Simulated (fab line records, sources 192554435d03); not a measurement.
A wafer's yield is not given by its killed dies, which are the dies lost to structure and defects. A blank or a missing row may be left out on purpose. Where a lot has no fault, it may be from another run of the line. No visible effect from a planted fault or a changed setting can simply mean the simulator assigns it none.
Lot-split experiment    flow n5-finfet    39 wafers read across 7 lots, on a route 1938 steps long

THE SPLIT
At N5_PASSIVATION_PECVD_35 (deposits SiNx from SiH4/NH3/N2, target thk 700 nm, time 151.3 s), the setting time-s was moved away from the recipe's 151.3 s on 15 of the 39 wafers read, by -54.6% to +46.5%. The other wafers ran this setting at the recipe's value.

The reading is taken at the split's own step.

THE READING
SiNx_of_PASSIVATION_PECVD_35.thk-nm (the simulator's own value, which no gauge read), in nm, at N5_PASSIVATION_PECVD_35 (deposits SiNx from SiH4/NH3/N2, target thk 700 nm, time 151.3 s). No usual value for it is given in the file. Across the 24 wafers here that went through the recipe, the average is 703.6 nm and the standard deviation 7.8 nm.

wafer   tool, chamber at the split  time-s as run, s  against the recipe  SiNx_of_PASSIVATION_PECVD_35.thk-nm, nm  against lot-mates on the recipe
L075.1  pecvd-01, 0                 151.3             recipe              693.8                                    -
L075.2  pecvd-01, 1,2               77.62             -48.7%              350                                      -346.3
L075.3  pecvd-01, 1,2               77.62             -48.7%              350                                      -346.3
L075.4  pecvd-01, 2                 151.3             recipe              702.2                                    -
L075.5  pecvd-01, 0                 151.3             recipe              692.8                                    -
L075.6  pecvd-01, 1                 77.62             -48.7%              353.4                                    -342.9
L077.1  pecvd-03, 2                 151.3             recipe              704.8                                    -
L077.2  pecvd-03, 1                 221.7             +46.5%              1034                                     +322.3
L077.3  pecvd-03, 0                 221.7             +46.5%              1022                                     +310.3
L077.4  pecvd-03, 1                 151.3             recipe              716.6                                    -
L077.5  pecvd-03, 2                 221.7             +46.5%              1043                                     +331.3
L077.6  pecvd-03, 0                 151.3             recipe              713.8                                    -
L079.1  pecvd-03, 0                 151.3             recipe              703.4                                    -
L079.2  pecvd-03, 2                 151.3             recipe              700.4                                    -
L079.3  pecvd-03, 1                 151.3             recipe              697.4                                    -
L079.4  pecvd-03, 2                 151.3             recipe              705.4                                    -
L079.5  pecvd-03, 0                 151.3             recipe              706.6                                    -
L079.6  pecvd-03, 1                 151.3             recipe              708.2                                    -
L082.1  pecvd-04, 2                 68.65             -54.6%              321.6                                    -392.1
L082.2  pecvd-04, 0                 151.3             recipe              708.6                                    -
L082.3  pecvd-04, 1                 68.65             -54.6%              329.2                                    -384.5
L082.4  pecvd-04, 1                 68.65             -54.6%              329.4                                    -384.3
L082.5  pecvd-04, 2                 151.3             recipe              714.4                                    -
L082.6  pecvd-04, 0                 151.3             recipe              718                                      -
L084.1  pecvd-04, 2                 151.3             recipe              686.6                                    -
L084.2  pecvd-04, 0                 151.3             recipe              692.8                                    -
L084.5  pecvd-04, 2                 151.3             recipe              699                                      -
L091.1  pecvd-03, 0                 71.18             -53.0%              316.6                                    -385.5
L091.2  pecvd-03, 2                 151.3             recipe              702.2                                    -
L091.3  pecvd-03, 1                 151.3             recipe              699.6                                    -
L091.4  pecvd-03, 1                 71.18             -53.0%              344                                      -358.1
L091.5  pecvd-03, 2                 151.3             recipe              704.4                                    -
L091.6  pecvd-03, 0                 71.18             -53.0%              334                                      -368.1
L094.1  pecvd-01, 2                 213.8             +41.3%              977.6                                    +272.5
L094.2  pecvd-01, 0                 213.8             +41.3%              976.2                                    +271.1
L094.3  pecvd-01, 2                 151.3             recipe              697                                      -
L094.4  pecvd-01, 0                 213.8             +41.3%              997.2                                    +292.1
L094.5  pecvd-01, 2                 151.3             recipe              708.2                                    -
L094.6  pecvd-01, 0                 151.3             recipe              710.2                                    -
Where a row lists several chambers, the file gives one row for several wafers and doesn't say which wafer went through which chamber.

THE FIT
A straight line over all 39 wafers: SiNx_of_PASSIVATION_PECVD_35.thk-nm changes by +7.01 nm for each +1% of time-s; r = +1.00; the points scatter about the line by 9.2 nm.
The same after taking each lot's own level away (the mean of its wafers on the recipe; 39 wafers): +6.97 nm for each +1%; r = +1.00; scatter 6.8 nm.
That fit puts the effect of the largest move of time-s on the reading at 3.8e+02 nm.
The lots' own levels span 692.80 to 713.67 nm, that is 2.7 times the standard deviation above.
The two slopes are in agreement: the lot-to-lot level therefore moves the slope only a little.
Check: -382 nm against its lot-mates is what the line predicts for one of the wafers moved furthest among these (-54.6%) when that wafer is left out of the fit. It came out at -392 nm against them.

ADDITIONAL SPLITS CARRIED BY THESE WAFERS
Before the reading, these wafers also passed through other splits. Each is held against what the fit with the lots' levels taken away leaves over:
other split on the same wafers         wafers away from the commonest value  r with SiNx_of_PASSIVATION_PECVD_35.thk-nm (lot level and that fit taken away)
N5_PASSIVATION_AL_DEP_21 target-thk-a  18                                    +0.07

THE FILE'S OWN FIT
SiNx_of_PASSIVATION_PECVD_35.thk-nm changes by +6.98 nm for each +1% of time-s, r = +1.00.
